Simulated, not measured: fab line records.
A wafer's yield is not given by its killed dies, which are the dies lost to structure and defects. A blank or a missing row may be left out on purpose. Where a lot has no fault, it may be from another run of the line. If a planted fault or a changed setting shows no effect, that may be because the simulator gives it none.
A struck lot beside a sound one -- flow n5Finfet -- 36 out of 1938 route steps
Sound: the wafers L539.3, L539.4, L539.6. Struck: wafer L550.4; the same lot's L550.1 was not struck, so it is left out; see the end for the cause.
At each step with rows: each side's tool, then ch and its chambers, then its first start. Under that, the readings that differ: sound wafers -- struck wafers -- difference of the means -- sigmas: that difference in standard deviations of wafers without a fault.
alike: a reading whose means differ by less than 2 such deviations, as well as words and numbers matching on both sides. not compared: withheld readings; readings where some wafer has no value; bounds like >300 that might hide an equal value; numbers whose values overlap and for which the record gives no deviation.
Wherever a step has rows on one side only, a row that says differs or no value, or a row with sigmas, the two part there. When numbers do not overlap yet have no deviation, they are printed without sigmas and do not part them. A reading missing from all wafers of one side parts the sides only when that side holds two or more wafers.

first, 9 steps without rows for these wafers: N5_MOL_CONTACT_COAG_PRECLEAN_127 (cleans in DIW, time 57.5 s); N5_MOL_CONTACT_COAG_SRD_128 (dry time 32 s); N5_MOL_CONTACT_COAG_CMP_52 (polishes, stops on SiO2, t overpolish 1.5 s, target thk 66.5 nm); N5_MOL_CONTACT_COAG_ANNEAL_112 (time 1800 s); N5_BEOL_M0_SAQP_PECVD_00 (deposits SiCN from 3MS/NH3, target thk 8 nm, time 14 s); N5_BEOL_M0_SAQP_ILD_DEP_01 (deposits SiOC from DEMS/O2, target thk 45.419 nm, time 8.7 s); N5_BEOL_M0_SAQP_HM_DEP_02 (deposits TiN, target thk 12 nm); N5_BEOL_M0_SAQP_PECVD_03 (deposits SiCN from 3MS/NH3, target thk 12 nm, time 21.1 s); N5_BEOL_M0_SAQP_PECVD_96 (deposits a-Si from SiH4/He, target thk 45 nm, time 45.2 s).
N5_BEOL_M0_SAQP_PECVD_97: deposits SiNx from SiH4/NH3/N2, target thk 23 nm, time 19.9 s.
  sound on pecvd-04 ch 0,1,2, day 6 21:03; struck on pecvd-04 ch 2, day 9 08:56
reading,sound,struck,difference,sigmas
model.SiNx_of_BEOL_M0_SAQP_PECVD_97.thkNm (nm),22.8 22.8 23,7.6,-15.3,
  alike: heaterPowerW, showerheadPlenumPTorr, throttleValvePct
then, 24 steps without rows for these wafers: N5_BEOL_M0_SAQP_PECVD_04 (deposits a-Si from SiH4/He, target thk 60 nm, time 60.2 s); N5_BEOL_M0_SAQP_HM_DEP_111 (deposits SiO2 from SiH4/N2O, target thk 12 nm, time 7.2 s); N5_BEOL_M0_SAQP_COAT_81 (time 60 s, resist thk 100 nm); N5_BEOL_M0_SAQP_COAT_82 (time 60 s, resist thk 30 nm); N5_BEOL_M0_SAQP_COAT_08 (resist thk 90 nm); N5_BEOL_M0_SAQP_EBR_10; N5_BEOL_M0_SAQP_SOFTBAKE_09 (time 60 s); N5_BEOL_M0_SAQP_EXPOSE_11 (exposes mask M0 CORE, target cd 42 nm); N5_BEOL_M0_SAQP_PEB_12 (peb time 60 s); N5_BEOL_M0_SAQP_DEVELOP_13 (develop time 30 s); N5_BEOL_M0_SAQP_DESCUM_19 (chemistry O2, time 7.9 s); N5_BEOL_M0_SAQP_ETCH_83 (etches SiARC in CF4, target depth 39 nm, time 65 s); N5_BEOL_M0_SAQP_ETCH_84 (etches SOC in N2/H2, target depth 100 nm, overetch 20 nm, time 150 s); N5_BEOL_M0_SAQP_STRIP_80 (strips in N2/H2); N5_BEOL_M0_SAQP_HM_OPEN_112 (chemistry CHF3/O2, target SiO2, stops on a-Si, target depth 12 nm, time 13.5 s); N5_BEOL_M0_SAQP_STRIP_113 (strips in CHF3/O2); N5_BEOL_M0_SAQP_MANDREL_ETCH_20 (etches a-Si in HBr/Cl2, stops on SiNx, target depth 60 nm, bt time 10 s, time 30 s); N5_BEOL_M0_SAQP_STRIP_86 (strips in N2/H2); N5_BEOL_M0_SAQP_STRIP_115 (strips in post etch residue remover, time 60 s); N5_BEOL_M0_SAQP_SRD_93 (time 30 s); N5_BEOL_M0_SAQP_RECESS_114 (chemistry HF/NH3, target SiO2, target depth 14.4 nm, afs cycles 3, sublimation time 60 s); N5_BEOL_M0_SAQP_SPACER1_ALD_98 (deposits SiO2, target thk 12.8 nm, pulse time 1 s, purge time 2 s); N5_BEOL_M0_SAQP_SPACER1_ETCHBACK_99 (etches SiO2 in CHF3/O2, target depth 15.4 nm, time 7.7 s); N5_BEOL_M0_SAQP_MANDREL1_REMOVE_100 (chemistry HBr/Cl2/O2, target a-Si, stops on SiNx, bt time 10 s).
N5_BEOL_M0_SAQP_ETCH_106: etches SOC in N2/H2, stops on SiNx, target depth 150 nm.
  sound on rieDiel-01 ch 0,1,2, day 7 03:43; struck on rieDiel-01 ch 1, day 9 11:56
reading,sound,struck,difference,sigmas
model.SiNx_of_BEOL_M0_SAQP_PECVD_97.thkNm (nm),15.2 15 15.4,0.8,-14.4,
  alike: drypumpMotorCurrentA, oesProductAu, rfVppV, showerheadPlenumPTorr, throttleValvePct
  not compared: rfHoursCounterH
-- record jumps: 4 days separate the struck wafers' starts on either side; left off in module BEOL_M0_SAQP, taken up again in module BEOL_M4, whose first shown step is the route's number 1111 --
N5_BEOL_M4_RC_MEAS_101:
  sound on prober-02 ch 0, day 11 12:49; struck on prober-01 ch 0, day 13 22:10
reading,sound,struck,difference,sigmas
SS_P (mV/dec),73.2 72.8 73.2,74.6,+1.5,+3
  alike: DIBL_N, DIBL_P, IOFF_N, IOFF_P, ION_N, ION_P, SS_N, VT_N, VT_P

WHERE THEY PART
At N5_BEOL_M4_RC_MEAS_101 and nowhere else, as far as this record goes.

WHY: whatever the simulator had introduced
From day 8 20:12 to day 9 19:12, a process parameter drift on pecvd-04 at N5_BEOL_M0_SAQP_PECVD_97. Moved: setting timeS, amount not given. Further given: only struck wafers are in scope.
